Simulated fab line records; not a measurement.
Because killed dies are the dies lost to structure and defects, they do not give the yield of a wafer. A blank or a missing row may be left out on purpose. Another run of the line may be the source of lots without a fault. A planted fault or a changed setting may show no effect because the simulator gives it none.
Matching of chambers || flow n5Finfet || N5_MOL_CONTACT_COAG_ETCH_66 on rieDiel-01: 4 sister chambers
The step etches SiARC in CF4, target depth 13 nm, time 21.7 s. 14 wafers are shown with their chamber, then 7 later ones without.

EACH WAFER AND ITS CHAMBER
{"wafer": "L074.1", "chamber": 0, "drypumpMotorCurrentA (A)": 6.4, "throttleValvePct (%)": 15.42, "oesProductAu (a.u.)": 0.78}
{"wafer": "L074.3", "chamber": 1, "drypumpMotorCurrentA (A)": 5.6, "throttleValvePct (%)": 15.73, "oesProductAu (a.u.)": 0.68}
{"wafer": "L074.5", "chamber": 1, "drypumpMotorCurrentA (A)": 5.6, "throttleValvePct (%)": 15.75, "oesProductAu (a.u.)": 0.68}
{"wafer": "L076.1", "chamber": 0, "drypumpMotorCurrentA (A)": 6.5, "throttleValvePct (%)": 15.44, "oesProductAu (a.u.)": 0.77}
{"wafer": "L076.2", "chamber": 2, "drypumpMotorCurrentA (A)": 4.9, "throttleValvePct (%)": 15.61, "oesProductAu (a.u.)": 0.61}
{"wafer": "L076.4", "chamber": 1, "drypumpMotorCurrentA (A)": 5.7, "throttleValvePct (%)": 15.75, "oesProductAu (a.u.)": 0.67}
{"wafer": "L077.1", "chamber": 2, "drypumpMotorCurrentA (A)": 4.9, "throttleValvePct (%)": 15.61, "oesProductAu (a.u.)": 0.61}
{"wafer": "L077.2", "chamber": 1, "drypumpMotorCurrentA (A)": 5.6, "throttleValvePct (%)": 15.76, "oesProductAu (a.u.)": 0.67}
{"wafer": "L077.3", "chamber": 0, "drypumpMotorCurrentA (A)": 6.5, "throttleValvePct (%)": 15.43, "oesProductAu (a.u.)": 0.77}
{"wafer": "L077.4", "chamber": 3, "drypumpMotorCurrentA (A)": 5.2, "throttleValvePct (%)": 15.81, "oesProductAu (a.u.)": 0.67}
{"wafer": "L077.5", "chamber": 3, "drypumpMotorCurrentA (A)": 5.2, "throttleValvePct (%)": 15.83, "oesProductAu (a.u.)": 0.68}
{"wafer": "L077.6", "chamber": 0, "drypumpMotorCurrentA (A)": 6.5, "throttleValvePct (%)": 15.43, "oesProductAu (a.u.)": 0.77}
{"wafer": "L082.2", "chamber": 0, "drypumpMotorCurrentA (A)": 6.5, "throttleValvePct (%)": 15.46, "oesProductAu (a.u.)": 0.74}
{"wafer": "L082.3", "chamber": 3, "drypumpMotorCurrentA (A)": 5.2, "throttleValvePct (%)": 15.82, "oesProductAu (a.u.)": 0.68}

SIGNATURES, as means of the wafers listed above
{"reading": "drypumpMotorCurrentA", "chamber 0": 6.480, "chamber 1": 5.625, "chamber 2": 4.900, "chamber 3": 5.200, "scatter within a chamber": 0.0394}
{"reading": "throttleValvePct", "chamber 0": 15.4360, "chamber 1": 15.7475, "chamber 2": 15.6100, "chamber 3": 15.8200, "scatter within a chamber": 0.0126}
{"reading": "oesProductAu", "chamber 0": 0.7660, "chamber 1": 0.6750, "chamber 2": 0.6100, "chamber 3": 0.6767, "scatter within a chamber": 0.0104}
Rule: a wafer lies at a distance from a chamber equal to the root of the sum of squares, over the readings, of (its reading less the chamber's mean, divided by the reading's scatter). The wafer belongs to the nearest chamber; if the next one is less than 2 further off, it can't be placed. The scatter: the root of (the sum of the squares of (reading less its chamber's mean) over the shown wafers, divided by (wafers less chambers)).

WAFERS WITH NO CHAMBER GIVEN
{"wafer": "L082.5", "drypumpMotorCurrentA (A)": 6.5, "throttleValvePct (%)": 15.46, "oesProductAu (a.u.)": 0.74}
{"wafer": "L090.2", "drypumpMotorCurrentA (A)": 5.6, "throttleValvePct (%)": 15.80, "oesProductAu (a.u.)": 0.65}
{"wafer": "L090.3", "drypumpMotorCurrentA (A)": 5.0, "throttleValvePct (%)": 15.67, "oesProductAu (a.u.)": 0.59}
{"wafer": "L090.6", "drypumpMotorCurrentA (A)": 5.0, "throttleValvePct (%)": 15.66, "oesProductAu (a.u.)": 0.59}
{"wafer": "L093.3", "drypumpMotorCurrentA (A)": 6.5, "throttleValvePct (%)": 15.52, "oesProductAu (a.u.)": 0.72}
{"wafer": "L093.4", "drypumpMotorCurrentA (A)": 6.5, "throttleValvePct (%)": 15.53, "oesProductAu (a.u.)": 0.71}
{"wafer": "L093.5", "drypumpMotorCurrentA (A)": 5.2, "throttleValvePct (%)": 15.88, "oesProductAu (a.u.)": 0.65}

WHICH CHAMBER EACH WENT THROUGH
{"wafer": "L082.5", "from the rows above": 0, "in truth": 0}
{"wafer": "L090.2", "from the rows above": 1, "in truth": 1}
{"wafer": "L090.3", "from the rows above": 2, "in truth": 2}
{"wafer": "L090.6", "from the rows above": 2, "in truth": 2}
{"wafer": "L093.3", "from the rows above": 0, "in truth": 0}
{"wafer": "L093.4", "from the rows above": 0, "in truth": 0}
{"wafer": "L093.5", "from the rows above": 3, "in truth": 3}
Correct placement for 7 of the 7. Can't be placed from these rows: 0. Wrongly placed: 0.
